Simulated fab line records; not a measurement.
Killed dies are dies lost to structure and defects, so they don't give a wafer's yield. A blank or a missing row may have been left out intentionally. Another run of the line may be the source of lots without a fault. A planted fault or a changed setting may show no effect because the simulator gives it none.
Which tool did it? -- flow nand-harc -- 34 wafers from 12 lots sampled at 5 of the route's 1302 steps

== WHAT EACH GAUGE READ, for each wafer ==
NHARC_END_SORT_01. Usual: defect-limited-yield 89.8 %, standard deviation 2.9; killed-at-array 65, standard deviation 19; killed-at-other 0.9, standard deviation 1.1; killed-at-periphery 3.5, standard deviation 2.3; killed-dies 69, standard deviation 19; killed-open 3.2, standard deviation 1.8; killed-short 2.4, standard deviation 1.5.
lot,measured,on,defect-limited-yield (%),killed-at-array,killed-at-other,killed-at-periphery,killed-dies,killed-open,killed-short,flag
L688,day 29 12:40,prober-02,0.3 86.0 1.2,84 91 87,0 0 2,591 4 580,675 95 669,4 7 7,2 4 0,OFF

== TOOL THAT RAN EACH LOT (tool first, then ch and the chambers of the sampled wafers, then the start) ==
lot,NHARC_P_CONTACT_ETCH_31,NHARC_P_CONTACT_CMP_24,NHARC_P_M0_STRIP_18,NHARC_P_M0_PVD_20
L678,"rie-diel-06 ch 0,3, day 6 04:44 or earlier","cmp-01 ch 0,1,3, day 6 04:44","rie-diel-04 ch 0,2, day 6 06:34","pvd-sputter-02, day 6 07:14"
L679,"rie-diel-07 ch 1,2, day 6 11:29 or earlier","cmp-01 ch 0,2,3, day 6 11:29","rie-diel-05 ch 0,1,2, day 6 13:31","pvd-sputter-03, day 6 14:10"
L681,"rie-diel-11 ch 0,2,3, day 7 10:44 or earlier","cmp-03 ch 0,1,2, day 7 10:44","rie-diel-05 ch 0,1,3, day 7 12:34","pvd-sputter-03, day 7 13:13"
L685,"rie-diel-11 ch 1, day 8 17:42 or earlier","cmp-02 ch 2, day 8 17:42","rie-diel-04 ch 2, day 8 19:36","pvd-sputter-03, day 8 20:11"
L688,"rie-diel-11 ch 2,3, day 10 01:55 or earlier","cmp-03 ch 0,2,3, day 10 01:55","rie-diel-04 ch 0,1,3, day 10 03:44","pvd-sputter-03, day 10 04:23"
L694,"rie-diel-07 ch 0,1, day 13 00:31 or earlier","cmp-03 ch 0,2,3, day 13 00:31","rie-diel-04 ch 1,2, day 13 02:22","pvd-sputter-01, day 13 03:02"
L695,"rie-diel-07 ch 0,3, day 13 04:52 or earlier","cmp-01 ch 0,3, day 13 04:52","rie-diel-03 ch 1,2,3, day 13 06:37","pvd-sputter-03, day 13 07:16"
L696,"rie-diel-11 ch 0,2,3, day 13 22:29 or earlier","cmp-02 ch 0,1, day 13 22:29","rie-diel-03 ch 1,2, day 14 00:21","pvd-sputter-02, day 14 01:01"
L697,"rie-diel-07 ch 0,1,3, day 14 03:45 or earlier","cmp-02 ch 0,1, day 14 03:45","rie-diel-04 ch 0,1,2, day 14 05:32","pvd-sputter-01, day 14 06:07"
L698,"rie-diel-07 ch 0,3, day 14 12:59 or earlier","cmp-01 ch 1,3, day 14 12:59","rie-diel-05 ch 0,1, day 14 14:44","pvd-sputter-01, day 14 15:24"
L699,"rie-diel-11 ch 0,1,3, day 14 22:05 or earlier","cmp-01 ch 0,1,2, day 14 22:05","rie-diel-05 ch 1,2,3, day 15 00:07","pvd-sputter-03, day 15 00:46"
L700,"rie-diel-07 ch 0,2,3, day 14 22:34 or earlier","cmp-03 ch 0,1,2, day 14 22:34","rie-diel-05 ch 0,2,3, day 15 00:35","pvd-sputter-02, day 15 01:13"
- NHARC_P_CONTACT_ETCH_31: etches the open film in CH3F/O2, target depth 30 nm, time 85.7 s.
- NHARC_P_CONTACT_CMP_24: polishes, t overpolish 30 s, target thk 200 nm.
- NHARC_P_M0_STRIP_18: strips in N2/H2.
- NHARC_P_M0_PVD_20: deposits TaN, target thk 5 nm, time 8.06 s.

== WHAT THE TOOLS THEMSELVES READ (means of the sampled wafers that have a number; where no wafer has one, the mark that the record gives instead) ==
NHARC_P_CONTACT_ETCH_31. Usual: drypump-motor-current-A 5.3 A, standard deviation 0.43; oes-product-au 0.981 a.u., standard deviation 0.011; rf-vpp-V 243.8 V, standard deviation 1.5; showerhead-plenum-p-Torr 2.41 Torr, standard deviation 0.096; throttle-valve-pct 20.662 %, standard deviation 0.0092.
lot,tool,drypump-motor-current-A (A),oes-product-au (a.u.),rf-vpp-V (V),showerhead-plenum-p-Torr (Torr),throttle-valve-pct (%),flag
L678,rie-diel-06,5.0,0.988,243.9,2.39,20.674,
L679,rie-diel-07,5.3,0.975,243.6,2.38,20.663,
L681,rie-diel-11,5.6,0.985,243.6,2.38,20.664,
L685,rie-diel-11,5.3,0.990,241.9,2.32,20.665,
L688,rie-diel-11,5.7,0.977,243.0,2.33,20.660,
L694,rie-diel-07,4.8,0.969,243.0,2.36,20.660,
L695,rie-diel-07,5.0,0.981,245.0,2.50,20.669,
L696,rie-diel-11,5.6,0.989,243.5,2.38,20.663,
L697,rie-diel-07,4.9,0.981,243.2,2.42,20.655,
L698,rie-diel-07,4.9,0.978,244.2,2.44,20.666,
L699,rie-diel-11,5.5,0.986,243.7,2.38,20.665,
L700,rie-diel-07,5.3,0.975,244.7,2.49,20.662,

NHARC_P_CONTACT_CMP_24. Usual: motor-current-A 12.2 A, standard deviation 1.2; overpolish-run-s 30.000 s, standard deviation 0.0083; pad-life-wafers 197, standard deviation 110; time-to-endpoint-s 40 s, standard deviation 3.2.
lot,tool,motor-current-A (A),overpolish-run-s (s),pad-life-wafers,time-to-endpoint-s (s),flag
L678,cmp-01,12.8,30.007,104,38,
L679,cmp-01,12.7,30.000,157,37,
L681,cmp-03,12.2,30.012,380,41,
L685,cmp-02,12.8,30.008,-,40,OFF
L688,cmp-03,11.6,29.997,223,40,
L694,cmp-03,11.5,29.999,98,40,
L695,cmp-01,12.6,30.002,20,40,
L696,cmp-02,11.2,30.000,312,41,
L697,cmp-02,12.1,29.996,331,42,
L698,cmp-01,12.2,29.993,157,37,
L699,cmp-01,13.3,30.002,188,33,
L700,cmp-03,12.3,30.003,277,40,

NHARC_P_M0_STRIP_18. Usual: drypump-motor-current-A 5.9 A, standard deviation 0.59; oes-product-au 0.996 a.u., standard deviation 0.009; rf-vpp-V 90.4 V, standard deviation 0.95; showerhead-plenum-p-Torr 2.01 Torr, standard deviation 0.079; throttle-valve-pct 14.171 %, standard deviation 0.01.
lot,tool,drypump-motor-current-A (A),oes-product-au (a.u.),rf-vpp-V (V),showerhead-plenum-p-Torr (Torr),throttle-valve-pct (%),flag
L678,rie-diel-04,5.9,0.991,90.0,2.02,14.172,
L679,rie-diel-05,5.7,1.008,90.1,2.02,14.177,
L681,rie-diel-05,5.8,1.002,90.3,2.04,14.160,
L685,rie-diel-04,6.4,0.998,88.6,2.04,14.173,
L688,rie-diel-04,5.9,0.993,90.0,1.95,14.175,
L694,rie-diel-04,6.5,0.984,90.5,1.93,14.165,
L695,rie-diel-03,5.5,1.003,91.4,2.01,14.173,
L696,rie-diel-03,5.5,1.002,90.5,2.07,14.168,
L697,rie-diel-04,5.9,0.987,90.6,1.96,14.174,
L698,rie-diel-05,5.8,0.994,90.6,1.99,14.172,
L699,rie-diel-05,5.8,0.978,90.7,2.02,14.170,
L700,rie-diel-05,5.6,0.993,90.8,2.06,14.179,

NHARC_P_M0_PVD_20. Usual: throttle-valve-pct 29.9 %, standard deviation 0.89.
lot,tool,throttle-valve-pct (%),flag
L678,pvd-sputter-02,29.7,
L679,pvd-sputter-03,30.1,
L681,pvd-sputter-03,28.9,
L685,pvd-sputter-03,29.0,
L688,pvd-sputter-03,29.3,
L694,pvd-sputter-01,29.9,
L695,pvd-sputter-03,29.2,
L696,pvd-sputter-02,29.3,
L697,pvd-sputter-01,30.8,
L698,pvd-sputter-01,31.0,
L699,pvd-sputter-03,29.0,
L700,pvd-sputter-02,30.1,

== THE ANSWER, worked out from the rows above alone ==
Rule: take the mean of a lot's wafers that have a number; if it is more than 3 standard deviations from the usual mean, the lot is off. Also off: a lot with no number at a reading for which 4 or more lots have one. Where the step has rows for the other lots, those lots are counted as sound. After the gauges, taken in route order, come the tools' own readings; for these a lot's mean is taken, as printed above. The first step at which some lot is off is used, and at that step the reading that is off furthest; a lot without a number counts as furthest.
Off, at NHARC_END_SORT_01 on killed-at-periphery: L688. Neither off nor sound, because the step has no rows for them: L678, L679, L681, L685, L694, L695, L696, L697, L698, L699, L700.
A tool fits if, at a process step before that reading, it ran every lot that is off, and no sound lot after the first of them. The gauges at NHARC_END_SORT_01 are tried like those tools. NHARC_P_CONTACT_ETCH_31: start missing for some lots; hours and lot order therefore follow NHARC_P_CONTACT_CMP_24. Can't be told from this: 5 tools fit, rie-diel-11 at NHARC_P_CONTACT_ETCH_31, cmp-03 at NHARC_P_CONTACT_CMP_24, rie-diel-04 at NHARC_P_M0_STRIP_18, pvd-sputter-03 at NHARC_P_M0_PVD_20, prober-02 at NHARC_END_SORT_01.

== WHAT THE SIMULATOR PUT IN ==
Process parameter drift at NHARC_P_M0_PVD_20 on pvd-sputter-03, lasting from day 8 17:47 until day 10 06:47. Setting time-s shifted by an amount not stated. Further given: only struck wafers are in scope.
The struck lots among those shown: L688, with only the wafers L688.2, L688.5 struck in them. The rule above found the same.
